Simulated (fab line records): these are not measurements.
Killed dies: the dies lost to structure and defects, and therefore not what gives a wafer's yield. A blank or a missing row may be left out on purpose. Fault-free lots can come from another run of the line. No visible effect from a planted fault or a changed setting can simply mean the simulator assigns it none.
Matching of chambers    flow nand_harc    NHARC_A_STAIRCASE_DEP_280 on pecvd-03 has 3 sister chambers
The step deposits SiON, target thk 30 nm. 6 wafers are shown with their chamber, then 11 later ones without.

EACH WAFER AND ITS CHAMBER
wafer   chamber  showerhead_vpp_V (V)  heater_power_w (W)
L086.1  1        1096                  820
L086.5  0        1163                  747
L087.1  2        1175                  741
L087.2  0        1160                  721
L087.4  2        1167                  743
L088.2  1        1083                  828

WAFERS WITH NO CHAMBER GIVEN
wafer   showerhead_vpp_V (V)  heater_power_w (W)
L088.4  1172                  762
L088.5  1165                  818
L090.1  1179                  751
L090.3  1067                  792
L090.6  1160                  761
L092.2  1156                  798
L092.3  1097                  832
L092.4  1173                  736
L096.1  1135                  807
L096.2  1171                  767
L096.5  1165                  820

WHICH CHAMBER EACH WENT THROUGH
wafer   from the rows above           in truth
L088.4  can't be placed: 2 or 0       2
L088.5  can't be placed: 2 or 0       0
L090.1  can't be placed: 2 or 0       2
L090.3  1                             1
L090.6  can't be placed: 2 or 0       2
L092.2  can't be placed: 2 or 0       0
L092.3  1                             1
L092.4  can't be placed: 2 or 0       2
L096.1  can't be placed: 1 or 0 or 2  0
L096.2  can't be placed: 2 or 0       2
L096.5  can't be placed: 2 or 0       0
Correctly placed: 2 of 11. These rows do not allow placing 9 (true chamber among the candidates in 9). 0 placed wrongly.
How it was worked out, from the rows above alone: a wafer's distance from a chamber is the root of the sum, over the readings, of the square of ((its reading less the chamber's mean) divided by the reading's scatter). The wafer belongs to the nearest chamber; if the next one is less than 2 further off, it can't be placed. The mean given for a chamber averages the wafers shown for that chamber. The scatter is the square root of a quotient: the sum, over the shown wafers, of each reading's squared deviation from its chamber's mean, divided by wafers minus chambers.
